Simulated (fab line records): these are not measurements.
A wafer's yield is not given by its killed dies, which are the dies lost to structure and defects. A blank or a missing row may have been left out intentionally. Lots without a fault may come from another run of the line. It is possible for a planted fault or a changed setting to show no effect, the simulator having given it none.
Which tool did it? | flow nand_harc | Sampling: 13 lots, 39 wafers, 4 of 1302 route steps

== WHAT THE GAUGES READ, wafer by wafer ==
The record lacks any reading of a measuring or inspecting step that a usual standard deviation could be used to judge.

== TOOL THAT RAN EACH LOT (tool first, then ch and the chambers of the sampled wafers, then the start) ==
lot  | NHARC_A_CHANNEL_HOLE_D1_DESCUM_15  | NHARC_A_CHANNEL_HOLE_D1_ETCH_34    | NHARC_A_CHANNEL_HOLE_D1_ETCH_20  | NHARC_A_CHANNEL_HOLE_D1_ETCH_22
L149 | rie_diel-05 ch 2,3, day 8 16:49    | rie_diel-05 ch 0,1,3, day 8 17:17  | har_etch-01 ch 0,1, day 8 18:16  | har_etch-01 ch 0,1, day 8 19:07
L148 | rie_diel-02 ch 0,1,2, day 8 16:59  | rie_diel-02 ch 0,1, day 8 17:30    | har_etch-02 ch 0, day 8 22:06    | har_etch-02 ch 0, day 8 23:46
L150 | rie_diel-06 ch 0,1,2, day 9 13:19  | rie_diel-06 ch 0,2,3, day 9 13:44  | har_etch-02 ch 0,1, day 9 18:06  | har_etch-02 ch 0,1, day 9 18:52
L151 | rie_diel-05 ch 2,3, day 9 15:09    | rie_diel-05 ch 1,2, day 9 15:51    | har_etch-01 ch 0, day 9 18:35    | har_etch-01 ch 0, day 9 19:23
L153 | rie_diel-06 ch 0,1,3, day 10 13:38 | rie_diel-06 ch 0,2,3, day 10 14:04 | har_etch-02 ch 0,1, day 10 14:56 | har_etch-02 ch 0,1, day 10 15:41
L154 | rie_diel-06 ch 1,2,3, day 11 01:56 | rie_diel-06 ch 0,3, day 11 02:22   | har_etch-01 ch 0,1, day 11 03:17 | har_etch-01 ch 0,1, day 11 04:05
L156 | rie_diel-06 ch 0,1,2, day 11 23:45 | rie_diel-05 ch 1,2,3, day 12 00:13 | har_etch-02 ch 0,1, day 12 01:07 | har_etch-02 ch 0,1, day 12 01:52
L159 | rie_diel-06 ch 0,2, day 13 05:42   | rie_diel-06 ch 1,3, day 13 06:07   | har_etch-02 ch 1, day 13 06:59   | har_etch-02 ch 1, day 13 07:44
L165 | rie_diel-06 ch 0,1,2, day 15 20:13 | rie_diel-06 ch 0,1,2, day 15 20:38 | har_etch-02 ch 0,1, day 15 21:35 | har_etch-02 ch 0,1, day 15 22:26
L166 | rie_diel-02 ch 0,3, day 15 21:03   | rie_diel-02 ch 0,2,3, day 15 21:40 | har_etch-01 ch 0, day 15 22:37   | har_etch-01 ch 0, day 15 23:25
L168 | rie_diel-02 ch 0,2, day 17 00:50   | rie_diel-02 ch 1,2,3, day 17 01:16 | har_etch-01 ch 1, day 17 02:08   | har_etch-01 ch 1, day 17 02:53
L169 | rie_diel-02 ch 0,1,3, day 17 07:13 | rie_diel-02 ch 0,1,3, day 17 07:39 | har_etch-01 ch 0,1, day 17 10:29 | har_etch-01 ch 0,1, day 17 11:14
L171 | rie_diel-06 ch 0,1,3, day 18 07:11 | rie_diel-06 ch 0,1, day 18 08:11   | har_etch-01 ch 0,1, day 18 10:49 | har_etch-01 ch 0,1, day 18 11:37
- NHARC_A_CHANNEL_HOLE_D1_DESCUM_15: chemistry O2, time 3 s.
- NHARC_A_CHANNEL_HOLE_D1_ETCH_34: etches the open film in CF4/CHF3, target depth 154 nm, time 77 s.
- NHARC_A_CHANNEL_HOLE_D1_ETCH_20: etches the open film in C4F8/O2/Ar, time 361.9 s, target depth 1600 nm.
- NHARC_A_CHANNEL_HOLE_D1_ETCH_22: etches the open film in C4F8/O2/Ar, time 666.7 s, target depth 1600 nm.

== WHAT THE TOOLS THEMSELVES READ (means of the sampled wafers that have a number; where no wafer has one, the mark that the record gives instead) ==
NHARC_A_CHANNEL_HOLE_D1_DESCUM_15. Usual: drypump_motor_current_A 5.5 A, standard deviation 0.46; mfc_ar_sccm 0.006 sccm, standard deviation 0.0081; oes_product_au 1.000 a.u., standard deviation 0.0069; rf_vpp_V 57.7 V, standard deviation 0.87; showerhead_plenum_p_Torr 1.88 Torr, standard deviation 0.043; throttle_valve_pct 11.312 %, standard deviation 0.0085.
lot  | tool        | drypump_motor_current_A (A) | mfc_ar_sccm (sccm) | oes_product_au (a.u.) | rf_vpp_V (V) | showerhead_plenum_p_Torr (Torr) | throttle_valve_pct (%) | flag
L149 | rie_diel-05 | 5.3                         | 0.015              | 1.001                 | 57.7         | 1.87                            | 11.304                 |
L148 | rie_diel-02 | 5.5                         | 0.009              | 0.991                 | 57.8         | 1.87                            | 11.316                 |
L150 | rie_diel-06 | 5.3                         | 0.005              | 1.001                 | 57.3         | 1.89                            | 11.305                 |
L151 | rie_diel-05 | 5.8                         | 0.012              | 1.002                 | 57.4         | 1.88                            | 11.305                 |
L153 | rie_diel-06 | 5.5                         | 0.001              | 0.996                 | 57.1         | 1.88                            | 11.305                 |
L154 | rie_diel-06 | 5.7                         | 0.005              | 0.993                 | 58.3         | 1.88                            | 11.310                 |
L156 | rie_diel-06 | 5.3                         | 0.005              | 0.996                 | 58.4         | 1.89                            | 11.309                 |
L159 | rie_diel-06 | 5.0                         | 0.004              | 1.010                 | 58.0         | 1.90                            | 11.306                 |
L165 | rie_diel-06 | 5.3                         | 0.005              | 1.003                 | 57.3         | 1.88                            | 11.312                 |
L166 | rie_diel-02 | 5.4                         | 0.015              | 1.009                 | 57.4         | 1.81                            | 11.315                 |
L168 | rie_diel-02 | 5.3                         | 0.009              | 1.007                 | 57.2         | 1.88                            | 11.325                 |
L169 | rie_diel-02 | 5.5                         | 0.008              | 1.002                 | 57.0         | 1.80                            | 11.311                 |
L171 | rie_diel-06 | 5.5                         | 0.001              | 1.007                 | 57.4         | 1.87                            | 11.308                 |

NHARC_A_CHANNEL_HOLE_D1_ETCH_34. Usual: chf3_flow_sccm 29.99 sccm, standard deviation 0.093; drypump_motor_current_A 5.5 A, standard deviation 0.47; mfc_ar_sccm 0.006 sccm, standard deviation 0.0084; oes_product_au 0.943 a.u., standard deviation 0.024; rf_vpp_V 369.7 V, standard deviation 1.4; run_length_s 98.0 s, standard deviation 0.53; showerhead_plenum_p_Torr 1.55 Torr, standard deviation 0.034; throttle_valve_pct 16.802 %, standard deviation 0.0087.
lot  | tool        | chf3_flow_sccm (sccm) | drypump_motor_current_A (A) | mfc_ar_sccm (sccm) | oes_product_au (a.u.) | rf_vpp_V (V) | run_length_s (s) | showerhead_plenum_p_Torr (Torr) | throttle_valve_pct (%) | flag
L149 | rie_diel-05 | 29.98                 | 5.3                         | 0.006              | 0.923                 | 370.7        | 98.2             | 1.58                            | 16.803                 |
L148 | rie_diel-02 | 29.91                 | 5.3                         | 0.000              | 0.923                 | 368.8        | 98.1             | 1.52                            | 16.799                 |
L150 | rie_diel-06 | 30.01                 | 5.5                         | 0.004              | 0.942                 | 370.0        | 97.7             | 1.56                            | 16.800                 |
L151 | rie_diel-05 | 30.13                 | 5.3                         | 0.003              | 0.924                 | 371.8        | 98.1             | 1.61                            | 16.801                 |
L153 | rie_diel-06 | 30.00                 | 5.5                         | 0.004              | 0.966                 | 370.6        | 97.9             | 1.56                            | 16.811                 |
L154 | rie_diel-06 | 30.04                 | 5.2                         | 0.000              | 0.914                 | 370.6        | 97.3             | 1.56                            | 16.808                 |
L156 | rie_diel-05 | 29.97                 | 5.3                         | 0.009              | 0.990                 | 370.3        | 98.4             | 1.57                            | 16.805                 |
L159 | rie_diel-06 | 29.98                 | 5.9                         | 0.001              | 0.930                 | 369.9        | 97.5             | 1.54                            | 16.803                 |
L165 | rie_diel-06 | 30.08                 | 5.3                         | 0.005              | 0.959                 | 370.2        | 94.5             | 1.55                            | 16.803                 | OFF
L166 | rie_diel-02 | 29.99                 | 5.5                         | 0.017              | 0.928                 | 369.1        | 98.0             | 1.53                            | 16.804                 |
L168 | rie_diel-02 | 29.92                 | 5.7                         | 0.017              | 0.924                 | 368.5        | 98.5             | 1.51                            | 16.793                 |
L169 | rie_diel-02 | 30.02                 | 5.5                         | 0.008              | 0.924                 | 367.8        | 98.3             | 1.48                            | 16.806                 |
L171 | rie_diel-06 | 30.01                 | 5.1                         | 0.001              | 0.920                 | 369.8        | 97.6             | 1.55                            | 16.793                 |

NHARC_A_CHANNEL_HOLE_D1_ETCH_20. Usual: c4f8_flow_sccm 89.34 sccm, standard deviation 0.29; drypump_motor_current_A 5.8 A, standard deviation 0.52; mfc_ar_sccm 375.1 sccm, standard deviation 1; run_length_s 348 s, standard deviation 3.4; showerhead_plenum_p_Torr 3.63 Torr, standard deviation 0.08; throttle_valve_pct 32.153 %, standard deviation 0.0085.
lot  | tool        | c4f8_flow_sccm (sccm) | drypump_motor_current_A (A) | mfc_ar_sccm (sccm) | run_length_s (s) | showerhead_plenum_p_Torr (Torr) | throttle_valve_pct (%) | flag
L149 | har_etch-01 | 89.24                 | 6.1                         | 375.5              | 347              | 3.67                            | 32.151                 |
L148 | har_etch-02 | 89.56                 | 5.8                         | 375.9              | 364              | 3.64                            | 32.144                 | OFF
L150 | har_etch-02 | 89.12                 | 5.3                         | 374.7              | 347              | 3.61                            | 32.153                 |
L151 | har_etch-01 | 89.17                 | 6.5                         | 374.9              | 347              | 3.72                            | 32.155                 |
L153 | har_etch-02 | 89.53                 | 5.3                         | 373.6              | 347              | 3.60                            | 32.156                 |
L154 | har_etch-01 | 89.42                 | 6.3                         | 375.7              | 347              | 3.68                            | 32.152                 |
L156 | har_etch-02 | 89.51                 | 5.6                         | 375.7              | 347              | 3.61                            | 32.157                 |
L159 | har_etch-02 | 89.26                 | 5.0                         | 374.6              | 347              | 3.58                            | 32.157                 |
L165 | har_etch-02 | 89.22                 | 5.5                         | 375.5              | 347              | 3.58                            | 32.145                 |
L166 | har_etch-01 | 89.30                 | 6.5                         | 376.3              | 347              | 3.68                            | 32.153                 |
L168 | har_etch-01 | 89.50                 | 5.9                         | 374.0              | 347              | 3.57                            | 32.153                 |
L169 | har_etch-01 | 89.42                 | 6.1                         | 374.6              | 347              | 3.60                            | 32.154                 |
L171 | har_etch-01 | 89.63                 | 6.1                         | 375.8              | 347              | 3.59                            | 32.150                 |

NHARC_A_CHANNEL_HOLE_D1_ETCH_22. Usual: c4f8_flow_sccm 89.29 sccm, standard deviation 0.25; drypump_motor_current_A 5.8 A, standard deviation 0.52; mfc_ar_sccm 375.2 sccm, standard deviation 0.93; run_length_s 652.3 s, standard deviation 2.9; showerhead_plenum_p_Torr 3.63 Torr, standard deviation 0.08; throttle_valve_pct 32.155 %, standard deviation 0.0085.
lot  | tool        | c4f8_flow_sccm (sccm) | drypump_motor_current_A (A) | mfc_ar_sccm (sccm) | run_length_s (s) | showerhead_plenum_p_Torr (Torr) | throttle_valve_pct (%) | flag
L149 | har_etch-01 | 89.08                 | 6.2                         | 375.2              | 651.7            | 3.67                            | 32.155                 |
L148 | har_etch-02 | 89.46                 | 5.8                         | 373.9              | 666.4            | 3.64                            | 32.153                 | OFF
L150 | har_etch-02 | 89.41                 | 5.3                         | 375.6              | 651.7            | 3.61                            | 32.160                 |
L151 | har_etch-01 | 89.40                 | 6.5                         | 375.0              | 651.7            | 3.72                            | 32.152                 |
L153 | har_etch-02 | 89.35                 | 5.3                         | 375.6              | 651.7            | 3.60                            | 32.160                 |
L154 | har_etch-01 | 89.17                 | 6.3                         | 375.7              | 651.7            | 3.68                            | 32.153                 |
L156 | har_etch-02 | 89.00                 | 5.5                         | 375.3              | 651.7            | 3.61                            | 32.161                 |
L159 | har_etch-02 | 89.31                 | 5.0                         | 373.6              | 651.7            | 3.58                            | 32.159                 |
L165 | har_etch-02 | 89.49                 | 5.6                         | 374.7              | 651.7            | 3.58                            | 32.156                 |
L166 | har_etch-01 | 89.35                 | 6.5                         | 375.1              | 651.7            | 3.68                            | 32.154                 |
L168 | har_etch-01 | 88.95                 | 5.9                         | 375.4              | 651.7            | 3.57                            | 32.161                 |
L169 | har_etch-01 | 89.37                 | 6.1                         | 374.8              | 651.7            | 3.60                            | 32.156                 |
L171 | har_etch-01 | 89.04                 | 6.1                         | 375.2              | 651.7            | 3.59                            | 32.152                 |

== THE ANSWER, worked out from the rows above alone ==
Rule: lot off if the mean of its wafers having a number is beyond 3 standard deviations from the usual mean. A lot without any number at a reading at which 4 lots or more have one is off too. The other lots that the step has rows for count as sound. First the gauges in route order, then the tools' own readings, where a lot's mean is used as printed above. The first step at which some lot is off is used, and at that step the reading that is off furthest; a lot without a number counts as furthest.
Off: L165 (NHARC_A_CHANNEL_HOLE_D1_ETCH_34, run_length_s).
If a tool, at that step or one of the process steps before it, ran each lot that is off and ran no sound lot following the first of them, it fits. Of those tried, none fits.

== WHAT WAS PUT IN BY THE SIMULATOR ==
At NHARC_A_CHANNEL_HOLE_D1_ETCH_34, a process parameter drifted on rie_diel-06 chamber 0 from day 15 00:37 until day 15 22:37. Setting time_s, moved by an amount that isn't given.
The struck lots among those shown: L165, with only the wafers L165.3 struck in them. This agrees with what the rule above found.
